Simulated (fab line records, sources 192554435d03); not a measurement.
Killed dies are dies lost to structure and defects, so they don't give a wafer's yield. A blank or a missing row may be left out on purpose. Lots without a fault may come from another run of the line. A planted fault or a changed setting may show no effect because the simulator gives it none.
A struck lot beside a sound one | flow n5_finfet | 16 steps out of a route of 1938
Sound: wafers L774.2, L774.5, L774.6. Struck: wafers L790.4, L790.5. (L790.3 of the same lot was not struck and is left out.) The cause comes at the end.
At each step with rows: each side's tool, then ch and its chambers, then its first start. Under that, the readings that differ: sound wafers | struck wafers | difference of the means | sigmas: that difference in standard deviations of wafers without a fault.
alike: readings whose means differ by less than 2 such deviations, and words and numbers that are the same on both sides. not compared: withheld readings, readings that some wafer has no value for, bounds like >300 that may hide the same value, and numbers for which the record gives no deviation and whose values overlap.
The two part at a step that has a row with sigmas, a row that says differs or no value, or rows on one side only. Numbers that don't overlap but have no deviation are shown without sigmas and don't part them. A reading that every wafer of one side lacks parts them only if that side has two wafers or more.

first, 8 steps without rows for these wafers: N5_BEOL_M4_COAT_62 (time 60 s, resist thk 12 nm); N5_BEOL_M4_COAT_73 (time 60 s, resist thk 5 nm); N5_BEOL_M4_COAT_05 (resist thk 30 nm); N5_BEOL_M4_EBR_07; N5_BEOL_M4_SOFTBAKE_06 (time 60 s); N5_BEOL_M4_EXPOSE_08 (exposes mask M4); N5_BEOL_M4_PEB_09 (peb time 60 s); N5_BEOL_M4_DEVELOP_10 (develop time 30 s).
N5_BEOL_M4_CD_MEAS_11: target cd 16.79 nm.
  sound on cd_sem-03 ch 0, day 10 05:54; struck on cd_sem-01 ch 0, day 15 09:03
  alike: cd_nm
N5_BEOL_M4_OVL_MEAS_12:
  sound on overlay-01 ch 0, day 10 05:56; struck on overlay-02 ch 0, day 15 09:05
  alike: M4_OVL
N5_BEOL_M4_INSPECT_13: inspects for defects (brightfield).
  sound on defect_inspect-01, day 10 05:59; struck on defect_inspect-01, day 15 09:08
  alike: raw_defect_count
N5_BEOL_M4_DESCUM_16: chemistry O2, time 7 s.
  sound on rie_diel-02 ch 0,2,3, day 10 06:01; struck on rie_diel-04 ch 0,2, day 15 09:10
  alike: drypump_motor_current_A, oes_product_au, rf_vpp_V, showerhead_plenum_p_Torr, throttle_valve_pct
  not compared: rf_hours_counter_h
N5_BEOL_M4_ETCH_74: etches underlayer in N2/H2, target depth 6.5 nm, time 5.2 s.
  sound on rie_diel-02 ch 0,2,3, day 10 06:04; struck on rie_diel-04 ch 0,2, day 15 09:12
  reading               | sound          | struck    | difference | sigmas
  etch_rf_on_time_s (s) | 5.20 5.24 5.30 | 3.32 3.30 | -1.94      | -33
  oes_product_au (a.u.) | 0.62 0.58 0.70 | 0.99 0.78 | +0.25      | +4
  alike: bias_w, drypump_motor_current_A, rf_vpp_V, showerhead_plenum_p_Torr, throttle_valve_pct
  not compared: rf_hours_counter_h
N5_BEOL_M4_ETCH_63: etches SiARC in CF4, target depth 15.6 nm, time 26 s.
  sound on rie_diel-02 ch 0,2,3, day 10 06:04; struck on rie_diel-04 ch 0,2, day 15 09:13
  alike: bias_w, drypump_motor_current_A, etch_rf_on_time_s, oes_product_au, rf_vpp_V, showerhead_plenum_p_Torr, throttle_valve_pct
  not compared: rf_hours_counter_h
N5_BEOL_M4_RC_MEAS_101:
  sound on prober-01 ch 0, day 11 18:41; struck on prober-01 ch 0, day 16 09:44
  alike: DIBL_N, DIBL_P, IOFF_N, IOFF_P, ION_N, ION_P, SS_N, SS_P, VT_N, VT_P
N5_PASSIVATION_PROBE_49:
  the record has rows for the sound wafers here (prober-02, day 16 03:47) and none for the struck ones

WHERE THEY PART
First at N5_BEOL_M4_ETCH_74; last, within this record, at N5_PASSIVATION_PROBE_49.

WHY: what the simulator had put in
Process parameter drift: rie_diel-04, from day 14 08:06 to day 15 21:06, at N5_BEOL_M4_ETCH_74. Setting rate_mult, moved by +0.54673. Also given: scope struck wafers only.
